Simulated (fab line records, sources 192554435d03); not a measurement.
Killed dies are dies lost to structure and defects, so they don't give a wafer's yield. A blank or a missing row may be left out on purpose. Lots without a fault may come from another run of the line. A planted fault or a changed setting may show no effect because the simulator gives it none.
Which tool did it? | flow n5_finfet | 14 lots, 42 wafers sampled, at 4 steps of a route of 1938

WHAT THE GAUGES READ, wafer by wafer
The record holds no reading of a measuring or inspecting step that can be judged against a usual standard deviation.

WHICH TOOL RAN EACH LOT (tool, then ch and the chambers of the sampled wafers, then the start)
lot  | N5_BEOL_M12_ETCH_59                | N5_BEOL_M12_PEB_26                | N5_BEOL_M12_DESCUM_33              | N5_BEOL_M12_STRIP_37
L667 | rie_diel-06 ch 1,2,3, day 13 03:11 | litho_track-04 ch 0, day 13 03:52 | rie_diel-04 ch 1,2,3, day 13 04:05 | plasma_asher-01 ch 0,1, day 13 04:38
L668 | rie_diel-01 ch 1,2,3, day 13 19:37 | litho_track-03 ch 0, day 13 20:17 | rie_diel-01 ch 0,2,3, day 13 20:37 | plasma_asher-02 ch 0,1, day 13 21:10
L670 | rie_diel-01 ch 2,3, day 13 20:07   | litho_track-01 ch 0, day 13 20:58 | rie_diel-01 ch 1,2,3, day 13 21:10 | plasma_asher-01 ch 0,1, day 13 21:43
L671 | rie_diel-01 ch 1,2,3, day 13 20:23 | litho_track-04 ch 0, day 13 21:11 | rie_diel-04 ch 0,1,2, day 13 21:23 | plasma_asher-01 ch 0,1, day 13 21:58
L673 | rie_diel-06 ch 0,1,3, day 14 02:34 | litho_track-04 ch 0, day 14 03:22 | rie_diel-06 ch 0,2, day 14 03:34   | plasma_asher-01 ch 0, day 14 04:07
L672 | rie_diel-06 ch 0,3, day 14 10:25   | litho_track-03, day 14 11:05      | rie_diel-06 ch 1,2, day 14 11:17   | plasma_asher-02 ch 0,1, day 14 11:52
L676 | rie_diel-04 ch 1,3, day 14 13:55   | litho_track-03, day 14 14:35      | rie_diel-01 ch 0,2,3, day 14 14:50 | plasma_asher-01 ch 0,1, day 14 15:23
L681 | rie_diel-04 ch 0,1,3, day 16 16:08 | litho_track-04 ch 0, day 16 17:02 | rie_diel-01 ch 1,2, day 16 17:14   | plasma_asher-02 ch 1, day 16 17:47
L685 | rie_diel-06 ch 1,2, day 17 07:27   | litho_track-03 ch 0, day 17 08:15 | rie_diel-04 ch 0,2,3, day 17 08:35 | plasma_asher-01 ch 0, day 17 09:08
L683 | rie_diel-06 ch 1,3, day 17 14:46   | litho_track-03 ch 0, day 17 15:34 | rie_diel-04 ch 1,3, day 17 15:46   | plasma_asher-02 ch 0,1, day 17 16:19
L688 | rie_diel-01 ch 0,1,3, day 18 11:16 | litho_track-04 ch 0, day 18 12:04 | rie_diel-06 ch 0,1,3, day 18 12:16 | plasma_asher-02 ch 0,1, day 18 12:50
L687 | rie_diel-04 ch 0,1,2, day 18 17:18 | litho_track-01 ch 0, day 18 18:06 | rie_diel-04 ch 1,2,3, day 18 18:18 | plasma_asher-02 ch 0,1, day 18 18:52
L689 | rie_diel-04 ch 1,2,3, day 19 02:27 | litho_track-01 ch 0, day 19 03:13 | rie_diel-01 ch 2,3, day 19 03:34   | plasma_asher-02 ch 0,1, day 19 04:08
L686 | rie_diel-06 ch 0,1,2, day 19 08:32 | litho_track-04 ch 0, day 19 09:13 | rie_diel-01 ch 0,1,3, day 19 09:25 | plasma_asher-02 ch 0,1, day 19 09:59
- N5_BEOL_M12_ETCH_59: etches BARC in N2/H2, target depth 89 nm, overetch 26.7 nm, time 67.9 s.
- N5_BEOL_M12_PEB_26: peb time 90 s.
- N5_BEOL_M12_DESCUM_33: chemistry O2, time 7.9 s.
- N5_BEOL_M12_STRIP_37: strips in N2/H2.

WHAT THE TOOLS THEMSELVES READ (means of the sampled wafers that have a number; where no wafer has one, the mark that the record gives instead)
N5_BEOL_M12_ETCH_59.
lot  | tool        | drypump_motor_current_A (A) | oes_product_au (a.u.) | rf_vpp_V (V) | showerhead_plenum_p_Torr (Torr) | throttle_valve_pct (%)
L667 | rie_diel-06 | 5.6                         | 0.64                  | 525.2        | 2.57                            | 17.90
L668 | rie_diel-01 | 5.9                         | 0.66                  | 522.9        | 2.52                            | 17.99
L670 | rie_diel-01 | 5.9                         | 0.65                  | 523.0        | 2.51                            | 18.04
L671 | rie_diel-01 | 5.9                         | 0.66                  | 523.2        | 2.52                            | 17.99
L673 | rie_diel-06 | 5.9                         | 0.63                  | 523.4        | 2.53                            | 18.01
L672 | rie_diel-06 | 5.9                         | 0.62                  | 522.7        | 2.51                            | 18.00
L676 | rie_diel-04 | 5.7                         | 0.64                  | 523.8        | 2.57                            | 17.62
L681 | rie_diel-04 | 6.1                         | 0.66                  | 526.2        | 2.61                            | 17.73
L685 | rie_diel-06 | 5.3                         | 0.61                  | 524.7        | 2.59                            | 17.99
L683 | rie_diel-06 | 5.8                         | 0.62                  | 523.2        | 2.52                            | 17.97
L688 | rie_diel-01 | 5.7                         | 0.63                  | 524.9        | 2.57                            | 18.06
L687 | rie_diel-04 | 5.7                         | 0.69                  | 525.9        | 2.60                            | 17.87
L689 | rie_diel-04 | 5.8                         | 0.72                  | 524.8        | 2.57                            | 17.70
L686 | rie_diel-06 | 5.6                         | 0.74                  | 523.7        | 2.55                            | 17.81

N5_BEOL_M12_PEB_26.
lot  | tool           | chill_plate_temp_C (C) | exhaust_pa (Pa)
L667 | litho_track-04 | 22.86                  | 45.8
L668 | litho_track-03 | 22.98                  | 43.9
L670 | litho_track-01 | 22.83                  | 45.0
L671 | litho_track-04 | 22.96                  | 46.3
L673 | litho_track-04 | 22.87                  | 44.6
L672 | litho_track-03 | -                      | -
L676 | litho_track-03 | -                      | -
L681 | litho_track-04 | 23.01                  | 45.0
L685 | litho_track-03 | 23.03                  | 45.0
L683 | litho_track-03 | 23.00                  | 44.8
L688 | litho_track-04 | 22.94                  | 44.4
L687 | litho_track-01 | 22.87                  | 45.7
L689 | litho_track-01 | 23.03                  | 45.1
L686 | litho_track-04 | 23.02                  | 44.2

N5_BEOL_M12_DESCUM_33.
lot  | tool        | drypump_motor_current_A (A) | oes_product_au (a.u.) | rf_vpp_V (V) | showerhead_plenum_p_Torr (Torr) | throttle_valve_pct (%)
L667 | rie_diel-04 | 5.7                         | 0.72                  | 244.5        | 2.14                            | 20.48
L668 | rie_diel-01 | 5.9                         | 0.78                  | 243.4        | 2.10                            | 20.58
L670 | rie_diel-01 | 5.8                         | 0.77                  | 242.3        | 2.07                            | 20.55
L671 | rie_diel-04 | 5.7                         | 0.76                  | 244.3        | 2.15                            | 20.51
L673 | rie_diel-06 | 5.4                         | 0.71                  | 243.6        | 2.13                            | 20.50
L672 | rie_diel-06 | 5.5                         | 0.76                  | 242.6        | 2.13                            | 20.48
L676 | rie_diel-01 | 5.8                         | 0.78                  | 243.3        | 2.10                            | 20.58
L681 | rie_diel-01 | 6.1                         | 0.77                  | 242.1        | 2.04                            | 20.58
L685 | rie_diel-04 | 6.1                         | 0.81                  | 244.8        | 2.16                            | 20.46
L683 | rie_diel-04 | 6.1                         | 0.71                  | 243.5        | 2.13                            | 20.31
L688 | rie_diel-06 | 5.9                         | 0.79                  | 243.1        | 2.07                            | 20.51
L687 | rie_diel-04 | 5.7                         | 0.86                  | 244.1        | 2.12                            | 20.30
L689 | rie_diel-01 | 6.0                         | 0.74                  | 241.9        | 2.02                            | 20.66
L686 | rie_diel-01 | 5.7                         | 0.73                  | 243.6        | 2.11                            | 20.60

N5_BEOL_M12_STRIP_37.
lot  | tool            | drypump_motor_current_A (A) | heater_power_w (W) | oes_product_au (a.u.)
L667 | plasma_asher-01 | 5.98                        | 319                | 0.801
L668 | plasma_asher-02 | 5.80                        | 384                | 0.787
L670 | plasma_asher-01 | 5.97                        | 318                | 0.800
L671 | plasma_asher-01 | 6.08                        | 318                | 0.792
L673 | plasma_asher-01 | 5.81                        | 312                | 0.778
L672 | plasma_asher-02 | 5.86                        | 353                | 0.797
L676 | plasma_asher-01 | 5.96                        | 317                | 0.793
L681 | plasma_asher-02 | 5.78                        | 400                | 0.792
L685 | plasma_asher-01 | 5.83                        | 315                | 0.792
L683 | plasma_asher-02 | 5.82                        | 386                | 0.790
L688 | plasma_asher-02 | 5.84                        | 363                | 0.795
L687 | plasma_asher-02 | 5.88                        | 364                | 0.793
L689 | plasma_asher-02 | 5.85                        | 357                | 0.796
L686 | plasma_asher-02 | 5.85                        | 360                | 0.793

THE ANSWER, worked out from the rows above alone
Rule: what is usual is taken from the lots themselves. Put in order of their means at a reading, lots are off if they are a third of the lots or fewer, leave a main group of 4 or more, and stand apart from it by a gap of 3 or more times the standard deviation of the main group's means; of several such gaps the widest counts. A main group whose means are all the same, to the digits that the tables above print for the reading, isn't used. A lot without any number at a reading at which 4 lots or more have one is off too. The other lots that the step has rows for count as sound. The gauges are gone through in route order, then the tools' own readings, and for those a lot's mean is taken as printed above. The first step at which some lot is off is used, and at that step the reading that is off furthest; a lot without a number counts as furthest.
Off: L672, L676, at N5_BEOL_M12_PEB_26 (chill_plate_temp_C). Without a number there: L672, L676. The main group: mean 22.95 C, standard deviation 0.071.
A tool fits if, at that step or a process step before it, it ran every lot that is off, and no sound lot after the first of them. None of those tried fits.

WHAT THE SIMULATOR HAD PUT IN
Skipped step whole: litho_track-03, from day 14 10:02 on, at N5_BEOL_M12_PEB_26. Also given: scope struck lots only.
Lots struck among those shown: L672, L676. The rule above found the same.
